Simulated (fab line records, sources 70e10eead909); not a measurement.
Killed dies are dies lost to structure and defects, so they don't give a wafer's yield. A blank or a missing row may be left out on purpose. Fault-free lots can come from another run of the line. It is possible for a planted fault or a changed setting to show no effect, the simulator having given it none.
Comparing a struck lot with a sound one ; flow nand harc ; 18 out of 1302 route steps
Sound: wafers L547.1, L547.3, L547.5. Wafers struck: L562.1, L562.2, L562.5. Last of all comes the cause.
For every step that has rows: the tool of each side, followed by ch and its chambers, followed by its first start. Under that, the readings that differ: sound wafers ; struck wafers ; difference of the means ; sigmas: that difference in standard deviations of wafers without a fault.
alike: readings with means less than 2 such deviations apart, plus words and numbers identical on both sides. not compared: withheld readings, readings lacking a value on some wafer, bounds such as >300 that could conceal the same value, and numbers that have no deviation in the record and whose values overlap.
The two part at a step that has a row with sigmas, a row that says differs or no value, or rows on one side only. Numbers that don't overlap but have no deviation are shown without sigmas and don't part them. A reading missing from all wafers of one side parts the sides only when that side holds two or more wafers.

NHARC_A_CONTACT_ETCH_106: etches the open film in CF4/O2, target depth 90 nm, overetch 9 nm, time 49.5 s.
  sound on rie diel-08 ch 0,2, day 23 01:04; struck on rie diel-01 ch 1,2,3, day 28 21:22
  alike: drypump motor current A, oes product au, rf vpp V, showerhead plenum p Torr, throttle valve pct
  not compared: rf hours counter h
NHARC_A_CONTACT_STRIP_82: strips in O2.
  sound: rie diel-08 ch 0,1,2; struck: rie diel-01 ch 0,1,2
  alike: drypump motor current A, oes product au, rf vpp V, showerhead plenum p Torr, throttle valve pct
  not compared: rf hours counter h
then, 1 step without rows for these wafers: NHARC_A_CONTACT_STRIP_83 (strips in post etch residue remover, time 600 s).
NHARC_A_CONTACT_DEP_84: deposits aC, target thk 2800 nm.
  sound on acl dep-03 ch 0, day 23 01:46; struck on acl dep-02 ch 0, day 29 03:50
  alike: throttle valve pct
NHARC_A_CONTACT_DEP_85: deposits SiON, target thk 60 nm.
  sound on pecvd-04 ch 0,2, day 23 03:31; struck on pecvd-03 ch 0,1,2, day 29 05:37
  alike: heater power w
then, 7 steps without rows for these wafers: NHARC_A_CONTACT_DEHYDRATE_00 (time 120 s); NHARC_A_CONTACT_HMDS_01 (time 30 s); NHARC_A_CONTACT_COAT_86 (time 75 s); NHARC_A_CONTACT_COAT_87 (time 65 s); NHARC_A_CONTACT_COAT_02 (resist thk 90 nm); NHARC_A_CONTACT_SOFTBAKE_03 (time 55 s); NHARC_A_CONTACT_EBR_04.
NHARC_A_CONTACT_EXPOSE_05: exposes mask A CC.
  sound on arfi scanner-03 ch 0, day 23 04:05; struck on arfi scanner-02 ch 0, day 29 06:02
reading;sound;struck;difference;sigmas
exposure dose mJ cm2;84.1 84.0 84.2;72.9 72.9 73.0;-11.2;-16
  alike: mask
then, 2 steps without rows for these wafers: NHARC_A_CONTACT_PEB_06 (peb time 65 s); NHARC_A_CONTACT_DEVELOP_07 (develop time 35 s).
NHARC_A_CONTACT_CD_MEAS_08 targets a cd of 200 nm.
  sound on cd sem-03 ch 0, day 23 04:14; struck on cd sem-03 ch 0
reading;sound;struck;difference;sigmas
cd nm (nm);199.7 199.4 199.1;190.2 191.3 190.8;-8.6;-13
  not compared: hold
NHARC_A_CONTACT_OVL_MEAS_09:
  sound on overlay-01, day 23 04:19; struck on overlay-02, day 29 14:28
reading;sound;struck;difference;sigmas
hold;- - -;await dispo/8.0h/release await dispo/8.0h/release await dispo/8.0h/release;no value on the sound wafers;
  alike: overlay x nm, overlay y nm
-- the record jumps here: 2 days lie between the struck wafers' starts before and after (it left off in module A_CONTACT and takes up again in module END, whose first step shown is number 1302 of the route) --
NHARC_END_SORT_01:
  only the struck wafers appear in the record here, on prober-01 ch 0 at day 32 00:06; the sound ones have no rows

== WHERE THEY PART ==
First at NHARC_A_CONTACT_EXPOSE_05; last, within this record, at NHARC_END_SORT_01.

WHY: what had been put in by the simulator
Drift in process parameters on arfi scanner-02 at NHARC_A_CONTACT_EXPOSE_05, starting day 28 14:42. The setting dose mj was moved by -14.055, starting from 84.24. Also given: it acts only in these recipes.
